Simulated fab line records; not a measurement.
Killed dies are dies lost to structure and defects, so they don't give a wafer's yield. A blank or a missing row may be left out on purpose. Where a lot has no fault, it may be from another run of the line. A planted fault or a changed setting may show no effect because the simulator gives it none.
Which tool did it? | flow nandHarc | 12 lots (36 wafers sampled), 1 step of a 1302-step route

== WHAT THE GAUGES SHOWED, per wafer ==
NHARC_A_CHANNEL_HOLE_D1_INSPECT_12.
lot  | measured     | on               | rawDefectCount
L074 | day 8 13:07  | defectInspect-01 | 8 7 6
L076 | day 9 17:47  | defectInspect-01 | 5 3 4
L079 | day 10 14:49 | defectInspect-01 | 3 6 7
L081 | day 11 17:10 | defectInspect-02 | 4 3 1
L083 | day 12 11:05 | defectInspect-02 | 3 8 8
L085 | day 12 22:55 | defectInspect-02 | 1 3 5
L087 | day 14 00:58 | defectInspect-02 | 6 1 5
L089 | day 15 01:29 | defectInspect-02 | 3 4 0
L090 | day 15 11:53 | defectInspect-02 | 2 3 4
L093 | day 16 06:48 | defectInspect-01 | 4 5 6
L095 | day 17 11:55 | defectInspect-01 | 8 6 8
L096 | day 17 19:54 | defectInspect-01 | 11 4 12

== TOOL THAT RAN EACH LOT (tool first, then ch and the chambers of the sampled wafers, then the start) ==
There is no process step in the record ahead of these readings.

== THE ANSWER, worked out from the rows above alone ==
Rule: what is usual is taken from the lots themselves. Put in order of their means at a reading, lots are off if they are a third of the lots or fewer, leave a main group of 4 or more, and stand apart from it by a gap of 3 or more times the standard deviation of the main group's means; of several such gaps the widest counts. A main group whose means are all the same, to the digits that the tables above print for the reading, isn't used. A lot without any number at a reading at which 4 lots or more have one is off too. Where the step has rows for the other lots, those lots are counted as sound.
No lot is off on any of the readings shown, so nothing can be concluded from this.

== WHAT WAS PUT IN BY THE SIMULATOR ==
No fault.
